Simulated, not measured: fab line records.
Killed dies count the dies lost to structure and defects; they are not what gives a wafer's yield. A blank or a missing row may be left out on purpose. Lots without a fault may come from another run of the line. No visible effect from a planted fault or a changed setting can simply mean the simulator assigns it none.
Split-lot trial | flow n5Finfet | 21 wafers read from 7 lots, route of 1938 steps

ABOUT THE SPLIT
At N5_HKMG_FIN_COAT_43 (resist thk 90 nm), the setting spinRpm was moved away from the recipe's 1500 rpm on 9 of the 21 wafers read, by -3.8% to +9.0%. The other wafers ran this setting at the recipe's value.

FROM THE SPLIT TO THE READING: what the file shows between them, 6 steps
- N5_HKMG_FIN_EBR_45
- N5_HKMG_FIN_SOFTBAKE_44: time 60 s
- N5_HKMG_FIN_EXPOSE_46: exposes mask NDIPOLE
- N5_HKMG_FIN_PEB_47: peb time 60 s
- N5_HKMG_FIN_DEVELOP_48: develop time 30 s
- N5_HKMG_FIN_DESCUM_53: chemistry O2, time 7.9 s

THE READING
CAR-ArF_of_HKMG_FIN_COAT_43.thkNm (the simulator's own value, which no gauge read), in nm, at N5_HKMG_FIN_ETCH_54 (etches SiARC in CF4, target depth 45.5 nm, time 75.8 s). No usual value for it is given in the file. Across the 12 wafers here that went through the recipe, the average is 50.8 nm and the standard deviation 0.25 nm.

wafer  | tool, chamber at the split | spinRpm as run, rpm | against the recipe | CAR-ArF_of_HKMG_FIN_COAT_43.thkNm, nm | against lot-mates on the recipe
L076.3 | lithoTrack-02, 0           | 1500                | recipe             | 51.2                                  | -
L076.5 | lithoTrack-02, 0           | 1598                | +6.5%              | 48.6                                  | -2.6
L076.6 | lithoTrack-02, 0           | 1598                | +6.5%              | 48.2                                  | -3.0
L078.1 | lithoTrack-04, 0           | 1635                | +9.0%              | 47.2                                  | -3.6
L078.3 | lithoTrack-04, 0           | 1635                | +9.0%              | 46.8                                  | -4.0
L078.6 | lithoTrack-04, 0           | 1500                | recipe             | 50.8                                  | -
L079.2 | lithoTrack-02, 0           | 1500                | recipe             | 50.6                                  | -
L079.5 | lithoTrack-02, 0           | 1500                | recipe             | 50.6                                  | -
L079.6 | lithoTrack-02, 0           | 1500                | recipe             | 50.6                                  | -
L080.1 | lithoTrack-02, 0           | 1500                | recipe             | 50.8                                  | -
L080.3 | lithoTrack-02, 0           | 1500                | recipe             | 51.2                                  | -
L080.4 | lithoTrack-02, 0           | 1500                | recipe             | 51                                    | -
L083.3 | lithoTrack-02, 0           | 1500                | recipe             | 50.6                                  | -
L083.4 | lithoTrack-02, 0           | 1500                | recipe             | 50.4                                  | -
L083.6 | lithoTrack-02, 0           | 1618                | +7.9%              | 47                                    | -3.5
L085.3 | lithoTrack-05, 0           | 1500                | recipe             | 51                                    | -
L085.5 | lithoTrack-05, 0           | 1443                | -3.8%              | 52.4                                  | +1.4
L085.6 | lithoTrack-05, 0           | 1443                | -3.8%              | 52.8                                  | +1.8
L087.2 | lithoTrack-04, 0           | 1500                | recipe             | 51                                    | -
L087.4 | lithoTrack-04, 0           | 1596                | +6.4%              | 48                                    | -3.0
L087.5 | lithoTrack-04, 0           | 1596                | +6.4%              | 47.8                                  | -3.2

FIT RESULTS
A straight line over all 21 wafers: CAR-ArF_of_HKMG_FIN_COAT_43.thkNm changes by -0.434 nm for each +1% of spinRpm; r = -0.99; the points scatter about the line by 0.29 nm.
The same after taking each lot's own level away (the mean of its wafers on the recipe; 21 wafers): -0.437 nm for each +1%; r = -1.00; scatter 0.18 nm.
According to that fit, moving spinRpm by its largest amount changes the reading by 3.9 nm.
The lots' own levels span 50.50 to 51.20 nm, that is 2.8 times the standard deviation above.
The two slopes agree, so the slope changes little with the lot-to-lot level.
Check: for one of the wafers moved furthest among these (+9.0%), held out of the fit, the line's prediction against its lot-mates is -4.04 nm. It came out at -3.6 nm against them.

ADDITIONAL SPLITS CARRIED BY THESE WAFERS
Before the reading, these wafers also passed through other splits. Each is held against what the fit with the lots' levels taken away leaves over:
other split on the same wafers | wafers away from the commonest value | r with CAR-ArF_of_HKMG_FIN_COAT_43.thkNm (lot level and that fit taken away)
N5_SD_EPI_P_PEB_07 pebTimeS    | 7                                    | +0.03

THE WHOLE CHAIN: every reading that the file lists as answering this split, in the file's order
step                   | what it does                                           | reading                                                                            | change (the file's fit)               | r (the file's)
N5_HKMG_FIN_COAT_43    | resist thk 90 nm                                       | CAR-ArF_of_HKMG_FIN_COAT_43.thkNm (the simulator's own value, which no gauge read) | -0.416 nm for each +1% of the setting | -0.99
N5_HKMG_FIN_DEVELOP_48 | develop time 30 s                                      | CAR-ArF_of_HKMG_FIN_COAT_43.thkNm (the simulator's own value, which no gauge read) | -0.429 nm for each +1% of the setting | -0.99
N5_HKMG_FIN_ETCH_54    | etches SiARC in CF4, target depth 45.5 nm, time 75.8 s | CAR-ArF_of_HKMG_FIN_COAT_43.thkNm (the simulator's own value, which no gauge read) | -0.44 nm for each +1% of the setting  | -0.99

THE FILE'S OWN FIT
CAR-ArF_of_HKMG_FIN_COAT_43.thkNm changes by -0.44 nm for each +1% of spinRpm, r = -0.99.
